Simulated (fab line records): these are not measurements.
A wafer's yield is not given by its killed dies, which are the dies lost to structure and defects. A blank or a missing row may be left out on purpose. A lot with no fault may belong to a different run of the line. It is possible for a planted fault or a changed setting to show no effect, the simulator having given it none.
Chamber matching || flow nand-harc || ald-hk-02 running NHARC_A_CHANNEL_FILL_D1_ALD_14: 4 sister chambers
The step deposits SiO2, target thk 2.5 nm, pulse time 10 s, ald cycles 25. 8 wafers are shown with their chamber, then 8 later ones without.

## WAFERS PAIRED WITH THEIR CHAMBERS
{"wafer": "L082.2", "chamber": 2, "heater-power-w (W)": 396, "precursor-pulse-height-rel": 1.013}
{"wafer": "L082.3", "chamber": 1, "heater-power-w (W)": 492, "precursor-pulse-height-rel": 0.974}
{"wafer": "L085.1", "chamber": 2, "heater-power-w (W)": 374, "precursor-pulse-height-rel": 0.971}
{"wafer": "L085.6", "chamber": 1, "heater-power-w (W)": 483, "precursor-pulse-height-rel": 1.000}
{"wafer": "L089.2", "chamber": 3, "heater-power-w (W)": 462, "precursor-pulse-height-rel": 0.988}
{"wafer": "L089.3", "chamber": 0, "heater-power-w (W)": 589, "precursor-pulse-height-rel": 1.020}
{"wafer": "L089.5", "chamber": 3, "heater-power-w (W)": 457, "precursor-pulse-height-rel": 0.965}
{"wafer": "L088.1", "chamber": 0, "heater-power-w (W)": 587, "precursor-pulse-height-rel": 0.938}

## WAFERS WITH NO CHAMBER GIVEN
{"wafer": "L088.4", "heater-power-w (W)": 451, "precursor-pulse-height-rel": 0.984}
{"wafer": "L088.5", "heater-power-w (W)": 491, "precursor-pulse-height-rel": 0.986}
{"wafer": "L090.2", "heater-power-w (W)": 586, "precursor-pulse-height-rel": 0.962}
{"wafer": "L090.3", "heater-power-w (W)": 377, "precursor-pulse-height-rel": 0.985}
{"wafer": "L090.6", "heater-power-w (W)": 434, "precursor-pulse-height-rel": 0.992}
{"wafer": "L095.2", "heater-power-w (W)": 575, "precursor-pulse-height-rel": 1.014}
{"wafer": "L095.3", "heater-power-w (W)": 518, "precursor-pulse-height-rel": 0.968}
{"wafer": "L095.6", "heater-power-w (W)": 505, "precursor-pulse-height-rel": 1.009}

## WHICH CHAMBER EACH ONE RAN IN
{"wafer": "L088.4", "from the rows above": 3, "in truth": 3}
{"wafer": "L088.5", "from the rows above": 1, "in truth": 1}
{"wafer": "L090.2", "from the rows above": 0, "in truth": 0}
{"wafer": "L090.3", "from the rows above": 2, "in truth": 2}
{"wafer": "L090.6", "from the rows above": 3, "in truth": 3}
{"wafer": "L095.2", "from the rows above": 0, "in truth": 0}
{"wafer": "L095.3", "from the rows above": 1, "in truth": 1}
{"wafer": "L095.6", "from the rows above": 1, "in truth": 1}
Correctly placed: 8 of 8. From these rows, 0 cannot be placed. Placed wrongly: 0.
How it was worked out, from the rows above alone: a wafer's distance from a chamber is the root of the sum, over the readings, of the square of ((its reading less the chamber's mean) divided by the reading's scatter). If the next closest chamber is less than 2 further off than the closest, the wafer can't be placed; otherwise it belongs to the closest. The mean given for a chamber averages the wafers shown for that chamber. The scatter: the root of (the sum of the squares of (reading less its chamber's mean) over the shown wafers, divided by (wafers less chambers)).
